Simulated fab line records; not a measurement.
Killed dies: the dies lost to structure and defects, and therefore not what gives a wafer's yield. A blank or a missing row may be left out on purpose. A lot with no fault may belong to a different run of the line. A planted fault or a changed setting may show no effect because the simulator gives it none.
A lot that was struck, set against a sound lot ; flow nand_harc ; 15 steps out of a route of 1159
Sound: wafers L981.1, L981.5, L981.6. Struck: wafer L988.4. (L988.3, L988.5 of the same lot were not struck and are left out.) The cause comes at the end.
Each step with rows lists, per side, the tool, then ch with its chambers, then its first start. Under that, the readings that differ: sound wafers ; struck wafers ; difference of the means ; sigmas: that difference in standard deviations of wafers without a fault.
alike: words and numbers the same on both sides, and readings whose means are apart by under 2 such deviations; not compared: readings that were withheld, readings missing a value for some wafer, numbers with overlapping values and no deviation given by the record, and bounds like >300 which may hide the same value.
The two part at a step that has a row with sigmas, a row that says differs or no value, or rows on one side only. Numbers that don't overlap but have no deviation are shown without sigmas and don't part them. Lack of a reading on every wafer of one side parts them only where that side has two or more wafers.

NHARC_P_CONTACT_DESCUM_17: chemistry O2, time 3 s.
  sound on rie_diel-09 ch 2,3, day 5 21:36; struck on rie_diel-09 ch 2, day 7 04:43
  alike: drypump_motor_current_A, o2_flow_sccm, oes_product_au, rf_vpp_V, showerhead_plenum_p_Torr, throttle_valve_pct
  not compared: rf_hours_counter_h
NHARC_P_CONTACT_ETCH_35: etches the open film in CF4, target depth 39 nm, time 65 s.
  sound on rie_diel-09 ch 1,2,3, day 5 21:42; struck on rie_diel-09 ch 1, day 7 04:48
  alike: bias_w, drypump_motor_current_A, oes_product_au, rf_vpp_V, showerhead_plenum_p_Torr, throttle_valve_pct
  not compared: rf_hours_counter_h
then, 1 step without rows for these wafers: NHARC_P_CONTACT_ETCH_36 (etches the open film in N2/H2, target depth 260 nm, time 406.25 s).
NHARC_P_CONTACT_ETCH_18: etches the open film in C4F8/O2/Ar, target depth 481 nm, time 240.5 s.
  sound: rie_diel-09 ch 0,1,3; struck: rie_diel-09 ch 1
  alike: bias_w, oes_product_au, rf_vpp_V
  not compared: rf_hours_counter_h
then, 1 step without rows for these wafers: NHARC_P_CONTACT_STRIP_37 (strips in C4F8/O2/Ar).
NHARC_P_CONTACT_ETCH_31: etches the open film in CH3F/O2, target depth 30 nm, time 85.7 s.
  sound: rie_diel-09 ch 0,1,3; struck: rie_diel-09 ch 1
  alike: bias_w, ch3f_flow_sccm, drypump_motor_current_A, o2_flow_sccm, oes_product_au, rf_vpp_V, showerhead_plenum_p_Torr, throttle_valve_pct
  not compared: rf_hours_counter_h
NHARC_P_CONTACT_CD_MEAS_19:
  sound: cd_sem-02 at day 5 22:28; struck: cd_sem-03 at day 7 05:36
  alike: cd_nm
then, 2 steps without rows for these wafers: NHARC_P_CONTACT_STRIP_28 (strips in O2); NHARC_P_CONTACT_STRIP_29 (strips in post etch residue remover, time 1200 s).
NHARC_P_CONTACT_DEGAS_38: time 60 s.
  sound: pvd_sputter-03 at day 5 23:13; struck: pvd_sputter-01 at day 7 06:19
  alike: heater_power_w
then, 2 steps without rows for these wafers: NHARC_P_CONTACT_PRE_CLEAN_39 (time 19.5 s); NHARC_P_CONTACT_PVD_32 (deposits Ti, target thk 5 nm, time 17.7 s).
NHARC_P_CONTACT_ALD_22: deposits TiN, target thk 3 nm, pulse time 1 s, ald cycles 150.
  sound on ald_metal-04 ch 0,2,3, day 5 23:28; struck on ald_metal-04 ch 2, day 7 06:35
reading;sound;struck;difference;sigmas
ald_cycles;150 150 150;285;+135;
  alike: heater_power_w, precursor_pulse_height_rel
then, 1 step without rows for these wafers: NHARC_P_CONTACT_CVD_23 (deposits W, target thk 200 nm, time 557 s).
-- break in the record here, with 14 days between the starts of the struck wafers on either side (left off in module P_CONTACT, picked up again in module END, where the first step shown is number 1159 on the route) --
NHARC_END_SORT_01:
  at this point the record logs the struck wafers (prober-02 ch 0, day 21 04:56) and has no rows for the sound ones

## WHERE THEY PART
Only at NHARC_END_SORT_01, as far as this record shows.

WHY: what had been put in by the simulator
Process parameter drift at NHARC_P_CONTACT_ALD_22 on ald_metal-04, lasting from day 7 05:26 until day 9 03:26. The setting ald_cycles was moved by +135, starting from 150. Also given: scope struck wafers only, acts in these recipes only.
